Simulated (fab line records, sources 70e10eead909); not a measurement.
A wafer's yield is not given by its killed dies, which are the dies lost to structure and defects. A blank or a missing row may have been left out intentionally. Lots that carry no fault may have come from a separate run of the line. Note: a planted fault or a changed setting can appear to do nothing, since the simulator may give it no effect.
Comparing a struck lot with a sound one	flow nandHarc	14 out of 1302 route steps
Sound: these wafers, L136.2, L136.5, L136.6. Struck: wafers L146.1, L146.2, L146.4. Last of all comes the cause.
For every step that has rows: the tool of each side, followed by ch and its chambers, followed by its first start. Under that, the readings that differ: sound wafers	struck wafers	difference of the means	sigmas: that difference in standard deviations of wafers without a fault.
alike: readings whose means differ by less than 2 such deviations, and words and numbers that are the same on both sides. not compared: withheld readings, readings that some wafer has no value for, bounds like >300 that may hide the same value, and numbers for which the record gives no deviation and whose values overlap.
The two part at a step that has a row with sigmas, a row that says differs or no value, or rows on one side only. Numbers that have no deviation but don't overlap get no sigmas and don't part them. A reading missing from all wafers of one side parts the sides only when that side holds two or more wafers.

NHARC_A_ONON_D2_THK_MEAS_21: measures by ellipsometry.
  sound on filmMetro-02 at day 15 04:34; struck on filmMetro-01 at day 18 16:34
  alike: thkNm
then, 1 step without rows for these wafers: NHARC_A_ONON_D2_DEP_22 (target thk 1000 nm).
NHARC_A_ONON_D2_THK_MEAS_24: measures by ellipsometry.
  sound on filmMetro-02 at day 15 05:08; struck on filmMetro-02 at day 18 17:08
reading	sound	struck	difference	sigmas
thkNm (nm)	984 985 982	1009 1009 1008	+25	+2
then, 1 step without rows for these wafers: NHARC_A_ONON_D2_DEP_25 (target thk 1000 nm).
NHARC_A_ONON_D2_THK_MEAS_27: measures by ellipsometry.
  sound on filmMetro-01 at day 15 05:41; struck on filmMetro-01 at day 18 17:43
  alike: thkNm
then, 1 step without rows for these wafers: NHARC_A_ONON_D2_DEP_28 (target thk 1000 nm).
NHARC_A_ONON_D2_THK_MEAS_30: measures by ellipsometry.
  sound on filmMetro-01 at day 15 06:16; struck on filmMetro-01 at day 18 18:16
reading	sound	struck	difference	sigmas
thkNm (nm)	981 980 982	1010 1007 1008	+27	+2
NHARC_A_ONON_D2_DEP_33: deposits SiO2, target thk 200 nm.
  sound on pecvd-01 ch 0,1, day 15 06:25; struck on pecvd-03 ch 0,1,2, day 18 18:20
  alike: chamberPressureTorr, flowSccm, heaterPowerW, showerheadVppV, throttleValvePct
  not compared: sinceWetCleanH
NHARC_A_ONON_D2_THK_MEAS_34: measures by ellipsometry.
  sound on filmMetro-01 at day 15 06:44; struck on filmMetro-01 at day 18 18:44
  alike: thkNm
NHARC_A_ONON_D2_INSPECT_32:
  sound on defectInspect-01 at day 15 06:49; struck on defectInspect-02 at day 18 18:48
  alike: rawDefectCount
NHARC_A_CHANNEL_HOLE_D2_DEP_00: deposits aC, target thk 3100 nm.
  sound on aclDep-02 ch 0, day 15 09:22; struck on aclDep-02 ch 0, day 18 19:12
  alike: throttleValvePct
  not compared: susceptorTempC
NHARC_A_CHANNEL_HOLE_D2_DEP_01: deposits SiON, target thk 140 nm.
  sound on pecvd-02 ch 0,1,2, day 15 10:58; struck on pecvd-02 ch 0,2, day 18 21:08
  no value came back on the struck wafers for chamberPressureTorr (Torr), heaterPowerOuterW (W), heaterPowerW (W), showerheadVppV (V); on the sound wafers chamberPressureTorr (Torr) reads 3.503 3.503 3.496
  not compared: sinceWetCleanH
then, 1 step without rows for these wafers: NHARC_A_CHANNEL_HOLE_D2_DEHYDRATE_02 (time 120 s).
-- break in the record here, with 11 days between the starts of the struck wafers on either side (left off in module A_CHANNEL_HOLE_D2, picked up again in module END, where the first step shown is number 1302 on the route) --
NHARC_END_SORT_01:
  at this point the record logs the struck wafers (prober-01 ch 0, day 30 04:17) and has no rows for the sound ones

## WHERE THEY PART
At NHARC_A_ONON_D2_THK_MEAS_24 first; at NHARC_END_SORT_01 last (within this record only).

WHY: whatever the simulator had introduced
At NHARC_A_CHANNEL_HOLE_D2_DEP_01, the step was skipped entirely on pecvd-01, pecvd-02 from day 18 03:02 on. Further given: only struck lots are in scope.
